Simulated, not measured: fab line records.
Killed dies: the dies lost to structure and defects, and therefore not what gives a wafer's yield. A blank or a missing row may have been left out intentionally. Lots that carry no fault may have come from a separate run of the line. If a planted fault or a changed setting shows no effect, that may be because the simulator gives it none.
What tool caused it? :: flow n5-finfet :: Sampling: 12 lots, 36 wafers, 6 of 1938 route steps

## WHAT THE GAUGES SHOWED, per wafer
N5_BEOL_M6_OVL_MEAS_29.
lot: L074
measured: day 10 10:36
on: overlay-01
V5_OVL (nm): 0.5 -0.1 0.1

lot: L077
measured: day 10 14:04
on: overlay-02
V5_OVL (nm): 0.4 0.2 0.0

lot: L080
measured: day 11 10:11
on: overlay-01
V5_OVL (nm): 0.2 0.0 -0.5

lot: L079
measured: day 11 14:58
on: overlay-01
V5_OVL (nm): 0.7 0.8 1.9

lot: L083
measured: day 12 14:20
on: overlay-02
V5_OVL (nm): -0.7 0.0 -0.7

lot: L087
measured: day 13 03:55
on: overlay-01
V5_OVL (nm): 0.2 1.3 0.5

lot: L085
measured: day 13 07:01
on: overlay-01
V5_OVL (nm): 0.7 0.3 0.9

lot: L088
measured: day 14 13:50
on: overlay-01
V5_OVL (nm): 0.2 0.1 -0.8

lot: L090
measured: day 14 13:46
on: overlay-01
V5_OVL (nm): 0.3 -0.1 -0.9

lot: L094
measured: day 14 19:20
on: overlay-02
V5_OVL (nm): 1.3 0.2 0.2

lot: L095
measured: day 15 17:08
on: overlay-02
V5_OVL (nm): -0.1 0.0 -0.2

lot: L097
measured: day 15 20:44
on: overlay-01
V5_OVL (nm): 1.3 1.3 1.1

## EACH LOT AND THE TOOL THAT RAN IT (in order: tool; ch and the chambers of the sampled wafers; start)
lot: L074
N5_BEOL_M5_TRENCH_ETCH_37: rie-diel-01 ch 0,2, day 9 21:18 or earlier
N5_BEOL_M5_CURE_80: uv-cure-03 ch 2, day 9 21:18
N5_BEOL_M5_DEP_56: pecvd-02 ch 0,1, day 10 03:54
N5_BEOL_M6_HM_OPEN_17: rie-metal-02 ch 0,1, day 10 08:36
N5_BEOL_M6_STRIP_19: rie-diel-04 ch 0,2,3, day 10 08:44

lot: L077
N5_BEOL_M5_TRENCH_ETCH_37: rie-diel-05 ch 1,2,3, day 10 00:06 or earlier
N5_BEOL_M5_CURE_80: uv-cure-02 ch 1, day 10 00:06
N5_BEOL_M5_DEP_56: pecvd-01 ch 1,2, day 10 08:20
N5_BEOL_M6_HM_OPEN_17: rie-metal-03 ch 0,1, day 10 12:07
N5_BEOL_M6_STRIP_19: rie-diel-03 ch 0,1,2, day 10 12:14

lot: L080
N5_BEOL_M5_TRENCH_ETCH_37: rie-diel-02 ch 1,2,3, day 11 00:11 or earlier
N5_BEOL_M5_CURE_80: uv-cure-03 ch 2, day 11 00:11
N5_BEOL_M5_DEP_56: pecvd-01 ch 0,1,2, day 11 06:47
N5_BEOL_M6_HM_OPEN_17: rie-metal-02 ch 0,1, day 11 08:59
N5_BEOL_M6_STRIP_19: rie-diel-06 ch 0,1,2, day 11 09:07

lot: L079
N5_BEOL_M5_TRENCH_ETCH_37: rie-diel-05 ch 0,1,2, day 11 01:27 or earlier
N5_BEOL_M5_CURE_80: uv-cure-01 ch 1, day 11 01:27
N5_BEOL_M5_DEP_56: pecvd-01 ch 0,2, day 11 10:49
N5_BEOL_M6_HM_OPEN_17: rie-metal-02 ch 0, day 11 12:35
N5_BEOL_M6_STRIP_19: rie-diel-06 ch 1,3, day 11 12:42

lot: L083
N5_BEOL_M5_TRENCH_ETCH_37: rie-diel-02 ch 0,2,3, day 12 03:05 or earlier
N5_BEOL_M5_CURE_80: uv-cure-03 ch 0, day 12 03:05
N5_BEOL_M5_DEP_56: pecvd-02 ch 0,1,2, day 12 09:41
N5_BEOL_M6_HM_OPEN_17: rie-metal-03 ch 0,1, day 12 12:39
N5_BEOL_M6_STRIP_19: rie-diel-03 ch 1,2,3, day 12 12:46

lot: L087
N5_BEOL_M5_TRENCH_ETCH_37: rie-diel-02 ch 1,3, day 12 12:07 or earlier
N5_BEOL_M5_CURE_80: uv-cure-03 ch 1, day 12 12:07
N5_BEOL_M5_DEP_56: pecvd-02 ch 0,2, day 12 19:54
N5_BEOL_M6_HM_OPEN_17: rie-metal-02 ch 0,1, day 12 23:48
N5_BEOL_M6_STRIP_19: rie-diel-04 ch 1,3, day 12 23:55

lot: L085
N5_BEOL_M5_TRENCH_ETCH_37: rie-diel-05 ch 1,2, day 12 15:40 or earlier
N5_BEOL_M5_CURE_80: uv-cure-01 ch 2, day 12 15:40
N5_BEOL_M5_DEP_56: pecvd-04 ch 0,2, day 12 23:11
N5_BEOL_M6_HM_OPEN_17: rie-metal-02 ch 0,1, day 13 04:41
N5_BEOL_M6_STRIP_19: rie-diel-03 ch 2,3, day 13 04:47

lot: L088
N5_BEOL_M5_TRENCH_ETCH_37: rie-diel-02 ch 0,3, day 14 00:01 or earlier
N5_BEOL_M5_CURE_80: uv-cure-02 ch 0, day 14 00:01
N5_BEOL_M5_DEP_56: pecvd-02 ch 0,2, day 14 06:16
N5_BEOL_M6_HM_OPEN_17: rie-metal-02 ch 0, day 14 10:49
N5_BEOL_M6_STRIP_19: rie-diel-06 ch 0,1, day 14 10:58

lot: L090
N5_BEOL_M5_TRENCH_ETCH_37: rie-diel-05 ch 1,3, day 14 01:07 or earlier
N5_BEOL_M5_CURE_80: uv-cure-02 ch 0, day 14 01:07
N5_BEOL_M5_DEP_56: pecvd-01 ch 0,1,2, day 14 08:48
N5_BEOL_M6_HM_OPEN_17: rie-metal-01 ch 0,1, day 14 10:50
N5_BEOL_M6_STRIP_19: rie-diel-03 ch 2,3, day 14 10:57

lot: L094
N5_BEOL_M5_TRENCH_ETCH_37: rie-diel-05 ch 1,2, day 14 09:59 or earlier
N5_BEOL_M5_CURE_80: uv-cure-02 ch 1, day 14 09:59
N5_BEOL_M5_DEP_56: pecvd-01 ch 0,1,2, day 14 16:43
N5_BEOL_M6_HM_OPEN_17: rie-metal-02 ch 0, day 14 18:43
N5_BEOL_M6_STRIP_19: rie-diel-06 ch 2,3, day 14 18:55

lot: L095
N5_BEOL_M5_TRENCH_ETCH_37: rie-diel-05 ch 0,1,3, day 15 04:40 or earlier
N5_BEOL_M5_CURE_80: uv-cure-02 ch 1, day 15 04:40
N5_BEOL_M5_DEP_56: pecvd-04 ch 1,2, day 15 11:01
N5_BEOL_M6_HM_OPEN_17: rie-metal-03 ch 0,1, day 15 15:49
N5_BEOL_M6_STRIP_19: rie-diel-06 ch 0,1,2, day 15 15:56

lot: L097
N5_BEOL_M5_TRENCH_ETCH_37: rie-diel-01 ch 0,1,3, day 15 09:58 or earlier
N5_BEOL_M5_CURE_80: uv-cure-01 ch 2, day 15 09:58
N5_BEOL_M5_DEP_56: pecvd-01 ch 0,1,2, day 15 17:01
N5_BEOL_M6_HM_OPEN_17: rie-metal-03 ch 0,1, day 15 20:13
N5_BEOL_M6_STRIP_19: rie-diel-06 ch 0,1,3, day 15 20:20
- N5_BEOL_M5_TRENCH_ETCH_37: etches SiCOH lowk in C4F6/O2, target depth 71.652 nm, time 24.7 s.
- N5_BEOL_M5_CURE_80: cures SiCOH lowk, time 120 s.
- N5_BEOL_M5_DEP_56: deposits SiCN from 3MS/NH3, target thk 8 nm, time 14 s.
- N5_BEOL_M6_HM_OPEN_17: chemistry Cl2/BCl3, target TiN, target depth 20 nm, overetch 6 nm.
- N5_BEOL_M6_STRIP_19: strips in O2.

## THE ANSWER, worked out from the rows above alone
Rule: the usual values come from the lots themselves. The widest of any qualifying gaps counts: lots, ordered by their means at a reading, are off when they make up no more than a third of the lots, leave a main group of 4 or more, and stand apart from it by 3 or more times the standard deviation of that group's means. A main group whose means are all the same, to the digits that the tables above print for the reading, isn't used. Also off: a lot with no number at a reading for which 4 or more lots have one. The other lots that the step has rows for count as sound.
None of the lots is off at any reading shown; this tells nothing.

## WHAT WAS PUT IN BY THE SIMULATOR
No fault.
